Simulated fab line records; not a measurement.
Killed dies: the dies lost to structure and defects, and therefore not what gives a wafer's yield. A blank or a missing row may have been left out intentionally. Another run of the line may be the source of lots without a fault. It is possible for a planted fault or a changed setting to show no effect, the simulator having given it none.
A struck lot beside a sound one -- flow n5-finfet -- 38 out of 1938 route steps
Sound: wafers L698.4, L698.5, L698.6. Struck: wafers L699.1, L699.2. (L699.4 of the same lot was not struck and is left out.) The cause comes at the end.
Per side, at each step with rows, come the tool, then ch with its chambers, and then its first start. Under that, the readings that differ: sound wafers -- struck wafers -- difference of the means -- sigmas: that difference in standard deviations of wafers without a fault.
alike: words and numbers the same on both sides, and readings whose means are apart by under 2 such deviations; not compared: readings that were withheld, readings missing a value for some wafer, numbers with overlapping values and no deviation given by the record, and bounds like >300 which may hide the same value.
The two part at a step that has a row with sigmas, a row that says differs or no value, or rows on one side only. Non-overlapping numbers with no deviation appear without sigmas and do not part them. Lack of a reading on every wafer of one side parts them only where that side has two or more wafers.

first, 11 steps without rows for these wafers: N5_BEOL_M0_SAQP_STRIP_108 (strips in N2/H2); N5_BEOL_M0_SAQP_RECESS_109 (chemistry HF/NH3, target SiO2, target depth 3 nm, afs cycles 1, sublimation time 60 s); N5_BEOL_M0_SAQP_SPACER2_ALD_26 (deposits SiO2, target thk 15 nm, pulse time 1 s, purge time 2 s); N5_BEOL_M0_SAQP_SPACER2_ETCHBACK_27 (etches SiO2 in CHF3/O2, target depth 22.5 nm, time 11.25 s); N5_BEOL_M0_SAQP_MANDREL2_REMOVE_110 (chemistry HBr/Cl2/O2, target a-Si, stops on SiCN, bt time 10 s); N5_BEOL_M0_SAQP_COAT_69 (time 60 s, resist thk 90 nm); N5_BEOL_M0_SAQP_COAT_72 (time 60 s, resist thk 15 nm); N5_BEOL_M0_SAQP_COAT_87 (time 60 s, resist thk 5 nm); N5_BEOL_M0_SAQP_COAT_34 (resist thk 30 nm); N5_BEOL_M0_SAQP_EBR_36; N5_BEOL_M0_SAQP_SOFTBAKE_35 (time 60 s).
N5_BEOL_M0_SAQP_EXPOSE_37: exposes mask M0 CUT1, target cd 30 nm.
  sound on euv-scanner-02 ch 0, day 8 08:41; struck on euv-scanner-02 ch 0, day 8 19:04
  alike: mask, exposure-dose-mJ-cm2
then, 2 steps without rows for these wafers: N5_BEOL_M0_SAQP_PEB_38 (peb time 60 s); N5_BEOL_M0_SAQP_DEVELOP_39 (develop time 30 s).
N5_BEOL_M0_SAQP_CD_MEAS_40: the cd target is 30 nm.
  sound on cd-sem-01 ch 0, day 8 08:48; struck on cd-sem-01 ch 0, day 8 19:12
reading,sound,struck,difference,sigmas
cd-nm (nm),30.11 29.60 30.09,19.44 19.58,-10.42,-45
N5_BEOL_M0_SAQP_DESCUM_45: chemistry O2, time 7 s.
  sound on rie-diel-05 ch 1,2, day 8 08:55; struck on rie-diel-01 ch 2,3, day 8 19:20
reading,sound,struck,difference,sigmas
model.BEOL_M0_SAQP.cd-nm (nm),30.2 29.8 30.2,19.4 19.6,-10.6,
  alike: drypump-motor-current-A, oes-product-au, rf-vpp-V, showerhead-plenum-p-Torr, throttle-valve-pct
  not compared: rf-hours-counter-h
then, 6 steps without rows for these wafers: N5_BEOL_M0_SAQP_ETCH_88 (etches underlayer in N2/H2, target depth 6.5 nm, time 5.2 s); N5_BEOL_M0_SAQP_ETCH_73 (etches SiARC in CF4, target depth 19.5 nm, time 32.5 s); N5_BEOL_M0_SAQP_CUT_ETCH_46 (etches SOC in N2/H2, target depth 135 nm, overetch 27 nm, time 202.5 s); N5_BEOL_M0_SAQP_STRIP_74 (strips in N2/H2); N5_BEOL_M0_SAQP_STRIP_89 (strips in N2/H2); N5_BEOL_M0_SAQP_ALD_48 (deposits SiO2, target thk 20 nm, pulse time 1 s, co reactant pulse time 1 s).
N5_BEOL_M0_SAQP_ETCH_49: etches SiO2 in CF4/O2, target depth 37 nm.
  sound on rie-diel-04 ch 0,1,2, day 8 10:12; struck on rie-diel-05 ch 0,2, day 8 20:10
reading,sound,struck,difference,sigmas
rf-hours-counter-h (h),- - -,12 111,no value on the sound wafers,
model.BEOL_M0_SAQP.cd-nm (nm),30.8 30.4 30.8,19.8 19.8,-10.9,
  alike: drypump-motor-current-A, oes-product-au, rf-vpp-V, showerhead-plenum-p-Torr, throttle-valve-pct
then, 13 steps without rows for these wafers: N5_BEOL_M0_SAQP_STRIP_75 (strips in CF4); N5_BEOL_M0_CUTY_COAT_50 (time 60 s, resist thk 15 nm); N5_BEOL_M0_CUTY_COAT_51 (resist thk 150 nm); N5_BEOL_M0_CUTY_EBR_52; N5_BEOL_M0_CUTY_SOFTBAKE_53 (time 60 s); N5_BEOL_M0_CUTY_EXPOSE_54 (exposes mask M0 ABLK); N5_BEOL_M0_CUTY_PEB_55 (peb time 60 s); N5_BEOL_M0_CUTY_DEVELOP_56 (develop time 30 s); N5_BEOL_M0_CUTY_DESCUM_61 (chemistry O2, time 7.9 s); N5_BEOL_M0_CUTY_ETCH_62 (etches SiARC in CF4, time 58.5 s); N5_BEOL_M0_CUTY_ETCH_63 (etches SOC in N2/H2, target depth 82.7 nm, overetch 16.5 nm, time 124 s); N5_BEOL_M0_CUTY_STRIP_64 (strips in N2/H2); N5_BEOL_M0_ETCH_138 (etches SiCN in CH3F/O2, target depth 12 nm, time 31.6 s).
N5_BEOL_M4_RC_MEAS_101:
  the record has rows for the sound wafers here (prober-01 ch 0, day 11 07:22) and none for the struck ones
-- here the record skips 7 days between the struck wafers' starts before and after, leaving off in module BEOL_M4 and picking up in module PASSIVATION (first step shown: number 1936 of the route) --
N5_PASSIVATION_PROBE_49:
  sound: prober-02 at day 15 20:46; struck: prober-01 at day 15 20:52
reading,sound,struck,difference,sigmas
defect-limited-yield (%),91.7 93.7 92.5,0 0,-93,-62
killed_at_M0_to_M3,31 15 33,1096 1127,+1085,+90
killed-dies,98 74 89,1180 1180,+1093,+61
killed-on-rim,12 9 8,152 152,+142,+36
sort_bin_5_function (%),4.2 3.8 4.7,8.0 8.6,+4.1,+4
sort-n-pass,1082 1106 1091,0 0,-1093,-64
sort-yield-pct (%),91.7 93.7 92.5,0 0,-93,-62
  alike: killed_at_M4_up, killed-at-contacts, killed-at-front-end, killed-at-other, killed-open, killed-short, sort_bin_6_memory

## WHERE THEY PART
Last at N5_PASSIVATION_PROBE_49 as far as this record goes, first at N5_BEOL_M0_SAQP_CD_MEAS_40.

WHY: what had been put in by the simulator
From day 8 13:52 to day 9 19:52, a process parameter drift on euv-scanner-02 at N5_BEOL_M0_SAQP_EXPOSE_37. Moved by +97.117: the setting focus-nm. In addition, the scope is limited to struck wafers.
